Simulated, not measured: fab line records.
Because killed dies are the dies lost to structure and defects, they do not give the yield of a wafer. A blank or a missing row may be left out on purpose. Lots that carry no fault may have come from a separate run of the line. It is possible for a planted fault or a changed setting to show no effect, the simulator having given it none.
Code-filled problem report in 8D (eight disciplines) form	flow nand harc	the parts of the form that need people (team, actions taken, sign-off) are left out

## 1. PROBLEM STATEMENT
Wafers without a fault read 100.0 nm, standard deviation 0.46; cd nm at NHARC_A_CHANNEL_HOLE_D1_CD_MEAS_10 reads a mean of 86.4 nm on 6 wafers belonging to 2 lots. That puts it -30 standard deviations away from the usual mean.
The step: target cd 100 nm.
Seen first at day 12 00:19 on cd sem-02, wafer L438.1. Wafers with a number at this step in the record: 42, from 14 lots. Rule for "out" (also "out of limits"): further than 4 standard deviations from the usual mean. The rest of the wafers with a number are treated as sound.

## 2. WHAT THIS IS AND IS NOT
question	is	is not
which readings at this step	cd nm	-
which lots	L438, L439	L429, L430, L432, L434, L437, L440, L443, L446, L448, L449, L451, L452
which wafers of those lots	all that have a number	-
read on which gauges	cd sem-01, cd sem-02	cd sem-03
when	from day 12 00:19	up to then (12 sound wafers); but 24 sound wafers of L437, L440, L443, L446, L448, L449, L451, L452 came after

## 3. WHAT RULES OUT EACH SUSPECT
Counting: a tool stays on the suspect list if, at a process step up to the reading, it processed all lots that are out and no sound lot following the first of them.
- the gauge at NHARC_A_CHANNEL_HOLE_D1_CD_MEAS_10: ruled out. The wafers that are out were read on 2 gauges (cd sem-01, cd sem-02).
- litho track-06 at NHARC_A_CHANNEL_HOLE_D1_PEB_08 (peb time 65 s): ruled out as a lasting fault. The sound lots L452 went through it after L438, its earliest lot that is out (day 12 00:14).
Left after counting: nothing in the record.

## 4. THE CAUSE (what the simulator had put in)
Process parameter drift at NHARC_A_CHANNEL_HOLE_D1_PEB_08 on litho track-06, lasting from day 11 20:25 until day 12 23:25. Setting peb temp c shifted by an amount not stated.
The count ruled it out by mistake, since the rule takes a fault to strike every lot its tool runs from the start of the fault on, and this one did not do so.

## 5. THE EFFECT CHAIN, in route order
Each row: a reading whose mean over the struck wafers that have a number lies more than 3 standard deviations from the usual. Only readings whose record carries a usual standard deviation are examined. hours: median over the lots of the time between each lot's start at the first step of this table that gives one and its start at this step. sigmas: the change, counted in usual standard deviations.
hours	step	reading	usual	on struck wafers	change	sigmas
0	NHARC_A_CHANNEL_HOLE_D1_PEB_08	heater power total W	156.6 W	147.5	-9.1	-21
0	NHARC_A_CHANNEL_HOLE_D1_PEB_08	plate temp C	100.03 C	95.80	-4.23	-35
0	NHARC_A_CHANNEL_HOLE_D1_CD_MEAS_10	cd nm	100.0 nm	86.4	-13.6	-30
1	NHARC_A_CHANNEL_HOLE_D1_CD_MEAS_18	cd nm	99.2 nm	86.7	-12.5	-6.0
7	NHARC_A_CHANNEL_HOLE_D1_CD_MEAS_30	cd nm	90.6 nm	76.5	-14.1	-11
7	NHARC_A_CHANNEL_HOLE_D1_XSEM_31	bot cd nm	75.2 nm	61.6	-13.6	-9.7
Process steps it contains:
- NHARC_A_CHANNEL_HOLE_D1_PEB_08: peb time 65 s.
- NHARC_A_CHANNEL_HOLE_D1_XSEM_31
Later measuring or inspecting steps at which every struck wafer that the step has a row for has a number for every such reading, and none has moved that far: NHARC_A_CHANNEL_HOLE_D1_INSPECT_12.

## 6. WHAT WOULD HAVE CAUGHT IT SOONER
Counted from the fault's start at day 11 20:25, it took 4 hours until the first out-of-limits reading at a measuring or inspecting step in this record, taken at day 12 00:19.
At NHARC_A_CHANNEL_HOLE_D1_PEB_08, the tool's own readings (heater power total W, plate temp C) were out on each struck wafer the step has a row for, so an alarm limit on them would have fired on the first such wafer.
